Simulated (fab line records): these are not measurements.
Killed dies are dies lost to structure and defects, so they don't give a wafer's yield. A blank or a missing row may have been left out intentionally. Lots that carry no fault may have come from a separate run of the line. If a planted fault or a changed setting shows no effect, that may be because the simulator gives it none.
A lot that was struck, set against a sound lot || flow nand-harc || 14 out of 1302 route steps
Sound: the wafers L948.2, L948.3, L948.5. Wafers L957.1, L957.3, L957.6 were the ones struck. The cause is named last.
Per side, at each step with rows, come the tool, then ch with its chambers, and then its first start. Under that, the readings that differ: sound wafers || struck wafers || difference of the means || sigmas: that difference in standard deviations of wafers without a fault.
alike: a reading whose means differ by less than 2 such deviations, as well as words and numbers matching on both sides. not compared: withheld readings; readings where some wafer has no value; bounds like >300 that might hide an equal value; numbers whose values overlap and for which the record gives no deviation.
Wherever a step has rows on one side only, a row that says differs or no value, or a row with sigmas, the two part there. Numbers that don't overlap but have no deviation are shown without sigmas and don't part them. Lack of a reading on every wafer of one side parts them only where that side has two or more wafers.

NHARC_A_DECK1_JOINT_ETCHBACK_00: etches the open film in HBr, target depth 30 nm, time 17.4 s.
  sound on rie-si-06 ch 1,2,3, day 12 01:43; struck on rie-si-06 ch 0,2, day 15 14:32
  alike: drypump-motor-current-A, oes-product-au, throttle-valve-pct
  not compared: rf-hours-counter-h
then, 8 steps without rows for these wafers: NHARC_A_DECK1_JOINT_PRECLEAN_30 (cleans in SC1); NHARC_A_DECK1_JOINT_SRD_31; NHARC_A_DECK1_JOINT_CVD_34 (deposits SiNx, target thk 20 nm); NHARC_A_DECK1_JOINT_DEP_06 (deposits SiOx, target thk 80 nm); NHARC_A_DECK1_JOINT_CURE_26 (time 32 s); NHARC_A_DECK1_JOINT_ANNEAL_27 (time 3600 s); NHARC_A_DECK1_JOINT_ANNEAL_28 (time 1800 s); NHARC_A_DECK1_JOINT_ANNEAL_29 (time 1800 s).
NHARC_A_DECK1_JOINT_CMP_02: polishes SiOx.
  sound on cmp-03 ch 0,2, day 12 23:11; struck on cmp-03 ch 0,1,3, day 16 12:22
  alike: motor-current-A
then, 1 step without rows for these wafers: NHARC_A_DECK1_JOINT_SRD_15.
NHARC_A_DECK1_JOINT_DEP_16: deposits SiO2, target thk 45 nm.
  sound on pecvd-04 ch 0,1, day 12 23:33; struck on pecvd-04 ch 1,2, day 16 12:45
{"reading": "mfc-precursor-sccm (sccm)", "sound": "161.1 161.2 161.1", "struck": "253.4 254.1 253.1", "difference": "+92.4", "sigmas": "+99 or more"}
{"reading": "throttle-valve-pct (%)", "sound": "15.9 16.6 15.5", "struck": "17.6 16.8 17.4", "difference": "+1.3", "sigmas": "+2"}
  alike: heater-power-outer-w, heater-power-w
NHARC_A_DECK1_JOINT_THK_MEAS_17: measures by ellipsometry.
  struck on film-metro-01, day 16 13:00; sound on film-metro-02, day 12 23:50
{"reading": "thk-nm (nm)", "sound": "44.0 45.6 46.0", "struck": "72.0 70.6 70.1", "difference": "+25.7", "sigmas": "+23"}
NHARC_A_DECK1_JOINT_INSPECT_05:
  struck on defect-inspect-01, day 16 13:02; sound on defect-inspect-02, day 12 23:52
  alike: raw-defect-count

WHERE THEY PART
Last at NHARC_A_DECK1_JOINT_THK_MEAS_17 as far as this record goes, first at NHARC_A_DECK1_JOINT_DEP_16. Later steps at which nothing parts them and some readings are alike: NHARC_A_DECK1_JOINT_INSPECT_05.

WHY: the cause the simulator had injected
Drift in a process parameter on pecvd-04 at NHARC_A_DECK1_JOINT_DEP_16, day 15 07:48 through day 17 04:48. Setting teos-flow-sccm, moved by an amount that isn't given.
